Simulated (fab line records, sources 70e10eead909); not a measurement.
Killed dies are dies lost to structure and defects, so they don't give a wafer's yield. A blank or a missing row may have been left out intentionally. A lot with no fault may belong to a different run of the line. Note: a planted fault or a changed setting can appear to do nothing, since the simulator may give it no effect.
Which of the tools did it? + flow nand-harc + 22 lots, 66 wafers sampled, at 6 steps of a route of 1302

## WHAT THE GAUGES SHOWED, per wafer
No reading from a measuring or inspecting step in the record can be judged against a usual standard deviation.

## WHICH TOOL RAN EACH LOT (tool, then ch and the chambers of the sampled wafers, then the start)
| lot  | NHARC_P_GATE_HM_OPEN_105                      | NHARC_P_GATE_DESCUM_93             | NHARC_P_CONTACT_ETCH_31                       | NHARC_P_CONTACT_CMP_24        | NHARC_P_M0_ETCH_34                 | NHARC_P_M0_DEP_32               |
|------|-----------------------------------------------|------------------------------------|-----------------------------------------------|-------------------------------|------------------------------------|---------------------------------|
| L074 | rie-diel-01 ch 0,1,2, day 5 21:24 or earlier  | rie-diel-03 ch 0,3, day 5 21:24    | rie-diel-06 ch 1,2,3, day 6 04:49 or earlier  | cmp-03 ch 0,2,3, day 6 04:49  | rie-diel-04 ch 1,3, day 6 06:28    | pecvd-01 ch 0,2, day 6 09:18    |
| L076 | rie-diel-01 ch 0,3, day 6 07:40 or earlier    | rie-diel-01 ch 1,3, day 6 07:40    | rie-diel-10 ch 0,2, day 6 15:02 or earlier    | cmp-03 ch 0,1,2, day 6 15:02  | rie-diel-07 ch 0,1, day 6 16:29    | pecvd-03 ch 0,1,2, day 6 19:44  |
| L077 | rie-diel-11 ch 1,2,3, day 7 02:03 or earlier  | rie-diel-03 ch 1,3, day 7 02:03    | rie-diel-06 ch 0,1,3, day 7 09:42 or earlier  | cmp-03 ch 0,1,2, day 7 09:42  | rie-diel-09 ch 1,2, day 7 11:14    | pecvd-03 ch 0,1,2, day 7 13:47  |
| L078 | rie-diel-01 ch 1,3, day 7 14:37 or earlier    | rie-diel-11 ch 0,1,3, day 7 14:37  | rie-diel-12 ch 0,2,3, day 7 22:03 or earlier  | cmp-02 ch 1,2,3, day 7 22:03  | rie-diel-09 ch 0,1,2, day 7 23:30  | pecvd-01 ch 0,2, day 8 02:07    |
| L079 | rie-diel-03 ch 0,3, day 7 21:01 or earlier    | rie-diel-11 ch 0,3, day 7 21:01    | rie-diel-06 ch 0,1,3, day 8 04:24 or earlier  | cmp-03 ch 1,3, day 8 04:24    | rie-diel-09 ch 0,3, day 8 06:01    | pecvd-01 ch 0,1, day 8 08:53    |
| L080 | rie-diel-11 ch 0,2, day 8 05:02 or earlier    | rie-diel-11 ch 0,1,3, day 8 05:02  | rie-diel-10 ch 0,1, day 8 12:35 or earlier    | cmp-02 ch 1,2,3, day 8 12:35  | rie-diel-07 ch 1,2,3, day 8 14:01  | pecvd-03 ch 0,1,2, day 8 16:35  |
| L081 | rie-diel-01 ch 1,2,3, day 8 21:29 or earlier  | rie-diel-03 ch 0,1,3, day 8 21:29  | rie-diel-06 ch 0,1, day 9 04:53 or earlier    | cmp-02 ch 1,2,3, day 9 04:53  | rie-diel-09 ch 2,3, day 9 06:38    | pecvd-03 ch 0,1, day 9 09:14    |
| L082 | rie-diel-11 ch 1,3, day 9 01:56 or earlier    | rie-diel-01 ch 0,2, day 9 01:56    | rie-diel-12 ch 1,3, day 9 09:22 or earlier    | cmp-03 ch 1,2,3, day 9 09:22  | rie-diel-07 ch 0,2,3, day 9 11:05  | pecvd-03 ch 1,2, day 9 13:36    |
| L083 | rie-diel-03 ch 0,1,3, day 9 11:11 or earlier  | rie-diel-11 ch 0,1,2, day 9 11:11  | rie-diel-10 ch 0,1,2, day 9 18:38 or earlier  | cmp-03 ch 0,1,2, day 9 18:38  | rie-diel-04 ch 0,1,2, day 9 20:01  | pecvd-01 ch 0,1,2, day 9 22:47  |
| L084 | rie-diel-03 ch 2,3, day 9 17:16 or earlier    | rie-diel-11 ch 0,2, day 9 17:16    | rie-diel-10 ch 1,2,3, day 10 00:31 or earlier | cmp-03 ch 0,3, day 10 00:31   | rie-diel-09 ch 0,2,3, day 10 02:07 | pecvd-02 ch 0,2, day 10 04:41   |
| L085 | rie-diel-11 ch 1,2,3, day 10 07:53 or earlier | rie-diel-11 ch 0,1, day 10 07:53   | rie-diel-10 ch 2,3, day 10 15:17 or earlier   | cmp-01 ch 0,1, day 10 15:17   | rie-diel-09 ch 0,3, day 10 16:52   | pecvd-01 ch 0,2, day 10 19:24   |
| L086 | rie-diel-11 ch 2,3, day 10 20:40 or earlier   | rie-diel-03 ch 0,2,3, day 10 20:40 | rie-diel-10 ch 1,2,3, day 11 04:09 or earlier | cmp-03 ch 1,3, day 11 04:09   | rie-diel-07 ch 2,3, day 11 05:49   | pecvd-03 ch 0,1,2, day 11 08:25 |
| L087 | rie-diel-11 ch 0,1, day 11 20:40 or earlier   | rie-diel-03 ch 2,3, day 11 20:40   | rie-diel-10 ch 1,2, day 12 04:00 or earlier   | cmp-01 ch 0,3, day 12 04:00   | rie-diel-07 ch 1,2,3, day 12 05:28 | pecvd-02 ch 1,2, day 12 08:08   |
| L089 | rie-diel-01 ch 0,1,2, day 11 21:55 or earlier | rie-diel-03 ch 0,1,3, day 11 21:55 | rie-diel-12 ch 0,1,2, day 12 05:37 or earlier | cmp-02 ch 0,1,2, day 12 05:37 | rie-diel-09 ch 0,1, day 12 07:12   | pecvd-01 ch 1,2, day 12 09:49   |
| L088 | rie-diel-11 ch 1,3, day 11 22:10 or earlier   | rie-diel-03 ch 1,2,3, day 11 22:10 | rie-diel-12 ch 0,1,2, day 12 05:50 or earlier | cmp-01 ch 0,1, day 12 05:50   | rie-diel-07 ch 0,3, day 12 07:25   | pecvd-02 ch 0,2, day 12 09:59   |
| L090 | rie-diel-01 ch 0,2,3, day 12 14:02 or earlier | rie-diel-03 ch 0,1,3, day 12 14:02 | rie-diel-10 ch 0,1,3, day 12 21:27 or earlier | cmp-02 ch 0,2,3, day 12 21:27 | rie-diel-07 ch 0,3, day 12 22:56   | pecvd-02 ch 0,2, day 13 01:36   |
| L091 | rie-diel-01 ch 1,2,3, day 12 21:25 or earlier | rie-diel-01 ch 1,2, day 12 21:25   | rie-diel-10 ch 1,2,3, day 13 04:47 or earlier | cmp-03 ch 1,2, day 13 04:47   | rie-diel-07 ch 1,2,3, day 13 06:23 | pecvd-02 ch 0,1,2, day 13 08:59 |
| L092 | rie-diel-03 ch 0,1,3, day 13 03:42 or earlier | rie-diel-03 ch 0,1,2, day 13 03:42 | rie-diel-10 ch 1,2,3, day 13 11:08 or earlier | cmp-03 ch 0,1, day 13 11:08   | rie-diel-09 ch 1,2,3, day 13 12:41 | pecvd-01 ch 0,1,2, day 13 15:16 |
| L093 | rie-diel-01 ch 1,2,3, day 13 18:56 or earlier | rie-diel-01 ch 0,1,3, day 13 18:56 | rie-diel-10 ch 0,3, day 14 02:35 or earlier   | cmp-03 ch 0,2,3, day 14 02:35 | rie-diel-09 ch 1,3, day 14 04:08   | pecvd-02 ch 0,1,2, day 14 06:40 |
| L094 | rie-diel-03 ch 0,1,2, day 13 23:35 or earlier | rie-diel-11 ch 1,2,3, day 13 23:35 | rie-diel-06 ch 1,2,3, day 14 06:59 or earlier | cmp-03 ch 0,1,3, day 14 06:59 | rie-diel-07 ch 0,1,3, day 14 08:33 | pecvd-03 ch 1,2, day 14 11:08   |
| L096 | rie-diel-01 ch 0,1,2, day 15 03:38 or earlier | rie-diel-03 ch 1,3, day 15 03:38   | rie-diel-06 ch 0,1,2, day 15 11:03 or earlier | cmp-02 ch 1,2, day 15 11:03   | rie-diel-07 ch 2,3, day 15 12:35   | pecvd-02 ch 1,2, day 15 15:20   |
| L097 | rie-diel-01 ch 1,2, day 15 02:56 or earlier   | rie-diel-11 ch 0,2, day 15 02:56   | rie-diel-12 ch 1,2, day 15 10:09 or earlier   | cmp-01 ch 2,3, day 15 10:09   | rie-diel-09 ch 0,1,3, day 15 11:43 | pecvd-02 ch 1,2, day 15 14:22   |
- NHARC_P_GATE_HM_OPEN_105: chemistry O2/COS, target depth 360 nm.
- NHARC_P_GATE_DESCUM_93: chemistry O2, time 3 s.
- NHARC_P_CONTACT_ETCH_31: etches the open film in CH3F/O2, target depth 30 nm, time 85.7 s.
- NHARC_P_CONTACT_CMP_24: polishes, t overpolish 30 s, target thk 200 nm.
- NHARC_P_M0_ETCH_34: etches the open film in N2/H2, target depth 40 nm, overetch 12 nm, time 43.94 s.
- NHARC_P_M0_DEP_32: deposits SiCN, target thk 30 nm.

## AS READ BY THE TOOLS THEMSELVES (means over the sampled wafers that have a number; for cases with no such wafer, the mark the record gives instead)
NHARC_P_GATE_HM_OPEN_105.
| lot  | tool        | drypump-motor-current-A (A) | oes-product-au (a.u.) | rf-vpp-V (V) | showerhead-plenum-p-Torr (Torr) | throttle-valve-pct (%) |
|------|-------------|-----------------------------|-----------------------|--------------|---------------------------------|------------------------|
| L074 | rie-diel-01 | 5.3                         | 0.992                 | 469.2        | 3.23                            | 28.327                 |
| L076 | rie-diel-01 | 5.4                         | 0.991                 | 470.6        | 3.30                            | 28.325                 |
| L077 | rie-diel-11 | 5.7                         | 0.995                 | 465.0        | 3.04                            | 28.326                 |
| L078 | rie-diel-01 | 5.6                         | 0.996                 | 471.0        | 3.30                            | 28.324                 |
| L079 | rie-diel-03 | 5.2                         | 0.994                 | 466.3        | 3.09                            | 28.330                 |
| L080 | rie-diel-11 | 5.9                         | 0.992                 | 465.5        | 3.05                            | 28.346                 |
| L081 | rie-diel-01 | 5.6                         | 1.000                 | 469.1        | 3.22                            | 28.320                 |
| L082 | rie-diel-11 | 5.6                         | 0.991                 | 465.2        | 3.05                            | 28.321                 |
| L083 | rie-diel-03 | 5.5                         | 1.005                 | 466.7        | 3.07                            | 28.326                 |
| L084 | rie-diel-03 | 5.2                         | 1.009                 | 466.1        | 3.08                            | 28.322                 |
| L085 | rie-diel-11 | 5.8                         | 0.991                 | 465.5        | 3.04                            | 28.339                 |
| L086 | rie-diel-11 | 5.6                         | 0.991                 | 464.9        | 3.01                            | 28.331                 |
| L087 | rie-diel-11 | 6.0                         | 0.994                 | 467.9        | 3.12                            | 28.332                 |
| L089 | rie-diel-01 | 5.3                         | 0.995                 | 469.3        | 3.23                            | 28.326                 |
| L088 | rie-diel-11 | 5.6                         | 0.996                 | 465.3        | 3.05                            | 28.341                 |
| L090 | rie-diel-01 | 5.4                         | 0.992                 | 469.6        | 3.23                            | 28.335                 |
| L091 | rie-diel-01 | 5.6                         | 0.996                 | 469.1        | 3.22                            | 28.335                 |
| L092 | rie-diel-03 | 5.5                         | 1.005                 | 466.8        | 3.07                            | 28.333                 |
| L093 | rie-diel-01 | 5.6                         | 0.995                 | 470.2        | 3.22                            | 28.332                 |
| L094 | rie-diel-03 | 5.5                         | 0.999                 | 464.4        | 3.00                            | 28.339                 |
| L096 | rie-diel-01 | 5.3                         | 0.995                 | 469.1        | 3.23                            | 28.338                 |
| L097 | rie-diel-01 | 5.5                         | 1.002                 | 469.7        | 3.22                            | 28.331                 |

NHARC_P_GATE_DESCUM_93.
| lot  | tool        | drypump-motor-current-A (A) | oes-product-au (a.u.) | rf-vpp-V (V) | showerhead-plenum-p-Torr (Torr) | throttle-valve-pct (%) |
|------|-------------|-----------------------------|-----------------------|--------------|---------------------------------|------------------------|
| L074 | rie-diel-03 | 5.2                         | 1.005                 | 58.5         | 1.91                            | 11.321                 |
| L076 | rie-diel-01 | 5.5                         | 1.003                 | 57.6         | 2.02                            | 11.311                 |
| L077 | rie-diel-03 | 5.4                         | 0.997                 | 57.3         | 1.90                            | 11.308                 |
| L078 | rie-diel-11 | 5.7                         | 1.006                 | 58.3         | 1.89                            | 11.310                 |
| L079 | rie-diel-11 | 5.6                         | 0.992                 | 57.4         | 1.88                            | 11.318                 |
| L080 | rie-diel-11 | 5.8                         | 0.991                 | 57.8         | 1.89                            | 11.305                 |
| L081 | rie-diel-03 | 5.5                         | 1.000                 | 57.7         | 1.88                            | 11.293                 |
| L082 | rie-diel-01 | 5.2                         | 0.994                 | 58.5         | 1.99                            | 11.311                 |
| L083 | rie-diel-11 | 5.9                         | 0.998                 | 57.4         | 1.89                            | 11.306                 |
| L084 | rie-diel-11 | 5.9                         | 1.010                 | 57.3         | 1.87                            | 11.312                 |
| L085 | rie-diel-11 | 5.9                         | 0.990                 | 57.7         | 1.92                            | 11.309                 |
| L086 | rie-diel-03 | 5.2                         | 1.006                 | 57.6         | 1.86                            | 11.304                 |
| L087 | rie-diel-03 | 5.2                         | 0.993                 | 57.2         | 1.84                            | 11.313                 |
| L089 | rie-diel-03 | 5.5                         | 1.002                 | 58.3         | 1.88                            | 11.309                 |
| L088 | rie-diel-03 | 5.5                         | 0.996                 | 57.4         | 1.85                            | 11.305                 |
| L090 | rie-diel-03 | 5.5                         | 0.999                 | 57.2         | 1.88                            | 11.317                 |
| L091 | rie-diel-01 | 5.5                         | 0.996                 | 57.3         | 1.93                            | 11.320                 |
| L092 | rie-diel-03 | 5.5                         | 0.998                 | 57.9         | 1.83                            | 11.308                 |
| L093 | rie-diel-01 | 5.4                         | 0.997                 | 58.3         | 2.03                            | 11.306                 |
| L094 | rie-diel-11 | 5.8                         | 1.006                 | 57.6         | 1.86                            | 11.310                 |
| L096 | rie-diel-03 | 5.4                         | 0.998                 | 57.2         | 1.90                            | 11.319                 |
| L097 | rie-diel-11 | 5.9                         | 1.013                 | 57.6         | 1.86                            | 11.320                 |

NHARC_P_CONTACT_ETCH_31.
| lot  | tool        | ch3f-flow-sccm (sccm) | drypump-motor-current-A (A) | oes-product-au (a.u.) | rf-vpp-V (V) | showerhead-plenum-p-Torr (Torr) | throttle-valve-pct (%) |
|------|-------------|-----------------------|-----------------------------|-----------------------|--------------|---------------------------------|------------------------|
| L074 | rie-diel-06 | 50.01                 | 6.6                         | 0.980                 | 243.3        | 2.41                            | 20.663                 |
| L076 | rie-diel-10 | 49.97                 | 6.2                         | 0.980                 | 243.2        | 2.40                            | 20.669                 |
| L077 | rie-diel-06 | 49.94                 | 6.2                         | 0.982                 | 243.9        | 2.43                            | 20.662                 |
| L078 | rie-diel-12 | 50.01                 | 6.0                         | 0.983                 | 244.0        | 2.43                            | 20.662                 |
| L079 | rie-diel-06 | 50.01                 | 6.2                         | 0.973                 | 243.5        | 2.43                            | 20.664                 |
| L080 | rie-diel-10 | 50.06                 | 5.4                         | 0.982                 | 243.9        | 2.43                            | 20.661                 |
| L081 | rie-diel-06 | 50.04                 | 5.8                         | 0.974                 | 243.2        | 2.39                            | 20.662                 |
| L082 | rie-diel-12 | 49.90                 | 5.7                         | 0.968                 | 242.2        | 2.35                            | 20.653                 |
| L083 | rie-diel-10 | 50.11                 | 5.8                         | 0.983                 | 243.6        | 2.40                            | 20.675                 |
| L084 | rie-diel-10 | 49.88                 | 5.4                         | 0.988                 | 244.1        | 2.43                            | 20.663                 |
| L085 | rie-diel-10 | 49.78                 | 5.4                         | 0.967                 | 244.8        | 2.46                            | 20.671                 |
| L086 | rie-diel-10 | 50.01                 | 5.4                         | 0.985                 | 244.1        | 2.43                            | 20.667                 |
| L087 | rie-diel-10 | 49.81                 | 5.8                         | 0.973                 | 243.4        | 2.38                            | 20.660                 |
| L089 | rie-diel-12 | 49.91                 | 5.9                         | 0.989                 | 243.8        | 2.41                            | 20.659                 |
| L088 | rie-diel-12 | 50.00                 | 5.9                         | 0.991                 | 243.7        | 2.40                            | 20.664                 |
| L090 | rie-diel-10 | 49.96                 | 5.4                         | 0.988                 | 243.7        | 2.46                            | 20.656                 |
| L091 | rie-diel-10 | 50.02                 | 5.4                         | 0.986                 | 244.6        | 2.43                            | 20.661                 |
| L092 | rie-diel-10 | 49.98                 | 5.4                         | 0.995                 | 243.6        | 2.43                            | 20.661                 |
| L093 | rie-diel-10 | 50.03                 | 5.5                         | 0.979                 | 245.2        | 2.49                            | 20.670                 |
| L094 | rie-diel-06 | 49.92                 | 6.6                         | 0.982                 | 243.6        | 2.41                            | 20.665                 |
| L096 | rie-diel-06 | 49.85                 | 6.2                         | 0.979                 | 242.7        | 2.36                            | 20.655                 |
| L097 | rie-diel-12 | 50.02                 | 5.7                         | 0.983                 | 244.6        | 2.45                            | 20.670                 |

NHARC_P_CONTACT_CMP_24.
| lot  | tool   | motor-current-A (A) | overpolish-run-s (s) | time-to-endpoint-s (s) |
|------|--------|---------------------|----------------------|------------------------|
| L074 | cmp-03 | 12.8                | 30.003               | 41.6                   |
| L076 | cmp-03 | 12.7                | 30.006               | 41.2                   |
| L077 | cmp-03 | 12.3                | 29.999               | 41.6                   |
| L078 | cmp-02 | 13.0                | 30.003               | 43.4                   |
| L079 | cmp-03 | 14.0                | 29.993               | 40.3                   |
| L080 | cmp-02 | 13.2                | 29.995               | 39.3                   |
| L081 | cmp-02 | 13.0                | 29.993               | 41.7                   |
| L082 | cmp-03 | 13.3                | 29.998               | 37.3                   |
| L083 | cmp-03 | 12.8                | 30.000               | 36.3                   |
| L084 | cmp-03 | 12.5                | 30.000               | 40.4                   |
| L085 | cmp-01 | 12.5                | 30.002               | 41.1                   |
| L086 | cmp-03 | 14.2                | 30.003               | 37.1                   |
| L087 | cmp-01 | 12.8                | 30.002               | 41.6                   |
| L089 | cmp-02 | 13.0                | 29.992               | 43.4                   |
| L088 | cmp-01 | 12.2                | 30.005               | 39.4                   |
| L090 | cmp-02 | 12.8                | 30.003               | 41.6                   |
| L091 | cmp-03 | 12.9                | 30.003               | 40.7                   |
| L092 | cmp-03 | 12.2                | 29.997               | 43.5                   |
| L093 | cmp-03 | 12.9                | 29.993               | 40.9                   |
| L094 | cmp-03 | 13.3                | 30.004               | 41.1                   |
| L096 | cmp-02 | 14.0                | 30.001               | 42.9                   |
| L097 | cmp-01 | 11.3                | 30.008               | 41.2                   |

NHARC_P_M0_ETCH_34.
| lot  | tool        | drypump-motor-current-A (A) | oes-product-au (a.u.) | rf-vpp-V (V) | showerhead-plenum-p-Torr (Torr) | throttle-valve-pct (%) |
|------|-------------|-----------------------------|-----------------------|--------------|---------------------------------|------------------------|
| L074 | rie-diel-04 | 6.5                         | 1.004                 | 431.8        | 2.10                            | 14.171                 |
| L076 | rie-diel-07 | 6.1                         | 1.000                 | 434.1        | 2.18                            | 14.177                 |
| L077 | rie-diel-09 | 6.1                         | 1.002                 | 428.4        | 1.95                            | 14.175                 |
| L078 | rie-diel-09 | 6.0                         | 1.001                 | 427.9        | 1.96                            | 14.164                 |
| L079 | rie-diel-09 | 5.7                         | 1.000                 | 430.7        | 2.03                            | 14.166                 |
| L080 | rie-diel-07 | 5.9                         | 1.003                 | 432.0        | 2.10                            | 14.172                 |
| L081 | rie-diel-09 | 5.8                         | 0.998                 | 431.8        | 2.10                            | 14.164                 |
| L082 | rie-diel-07 | 5.9                         | 1.007                 | 431.1        | 2.05                            | 14.177                 |
| L083 | rie-diel-04 | 6.4                         | 0.995                 | 430.2        | 2.02                            | 14.180                 |
| L084 | rie-diel-09 | 5.8                         | 1.002                 | 430.1        | 2.02                            | 14.167                 |
| L085 | rie-diel-09 | 5.8                         | 1.003                 | 432.1        | 2.10                            | 14.175                 |
| L086 | rie-diel-07 | 5.6                         | 0.998                 | 430.1        | 2.02                            | 14.162                 |
| L087 | rie-diel-07 | 5.9                         | 0.993                 | 431.6        | 2.09                            | 14.161                 |
| L089 | rie-diel-09 | 6.2                         | 0.999                 | 429.4        | 1.98                            | 14.158                 |
| L088 | rie-diel-07 | 5.7                         | 0.993                 | 430.4        | 2.06                            | 14.172                 |
| L090 | rie-diel-07 | 5.4                         | 1.005                 | 429.6        | 2.02                            | 14.175                 |
| L091 | rie-diel-07 | 5.9                         | 0.993                 | 431.1        | 2.08                            | 14.167                 |
| L092 | rie-diel-09 | 6.1                         | 1.007                 | 429.1        | 2.03                            | 14.177                 |
| L093 | rie-diel-09 | 6.0                         | 1.002                 | 431.9        | 2.11                            | 14.171                 |
| L094 | rie-diel-07 | 5.8                         | 0.996                 | 431.7        | 2.09                            | 14.160                 |
| L096 | rie-diel-07 | 6.0                         | 0.997                 | 429.3        | 2.03                            | 14.167                 |
| L097 | rie-diel-09 | 6.0                         | 0.993                 | 430.8        | 2.04                            | 14.164                 |

NHARC_P_M0_DEP_32.
| lot  | tool     | heater-power-w (W) |
|------|----------|--------------------|
| L074 | pecvd-01 | 571                |
| L076 | pecvd-03 | 588                |
| L077 | pecvd-03 | 574                |
| L078 | pecvd-01 | 580                |
| L079 | pecvd-01 | 569                |
| L080 | pecvd-03 | 608                |
| L081 | pecvd-03 | 596                |
| L082 | pecvd-03 | 559                |
| L083 | pecvd-01 | 577                |
| L084 | pecvd-02 | 596                |
| L085 | pecvd-01 | 578                |
| L086 | pecvd-03 | 556                |
| L087 | pecvd-02 | 606                |
| L089 | pecvd-01 | 513                |
| L088 | pecvd-02 | 618                |
| L090 | pecvd-02 | 686                |
| L091 | pecvd-02 | 647                |
| L092 | pecvd-01 | 560                |
| L093 | pecvd-02 | 663                |
| L094 | pecvd-03 | 547                |
| L096 | pecvd-02 | 617                |
| L097 | pecvd-02 | 628                |

## THE ANSWER, worked out from the rows above alone
Rule: what is usual is taken from the lots themselves. Put in order of their means at a reading, lots are off if they are a third of the lots or fewer, leave a main group of 4 or more, and stand apart from it by a gap of 3 or more times the standard deviation of the main group's means; of several such gaps the widest counts. If all means in a main group match to the digits the tables above print for the reading, that group is not used. Also off: a lot with no number at a reading for which 4 or more lots have one. All remaining lots with rows at the step are treated as sound. First the gauges in route order, then the tools' own readings, where a lot's mean is used as printed above. At the first step where some lot is off, the reading lying furthest off is the one used; lots without a number count as furthest.
Nothing can be told from this: no lot is off at any reading shown.

## WHAT THE SIMULATOR HAD INSERTED
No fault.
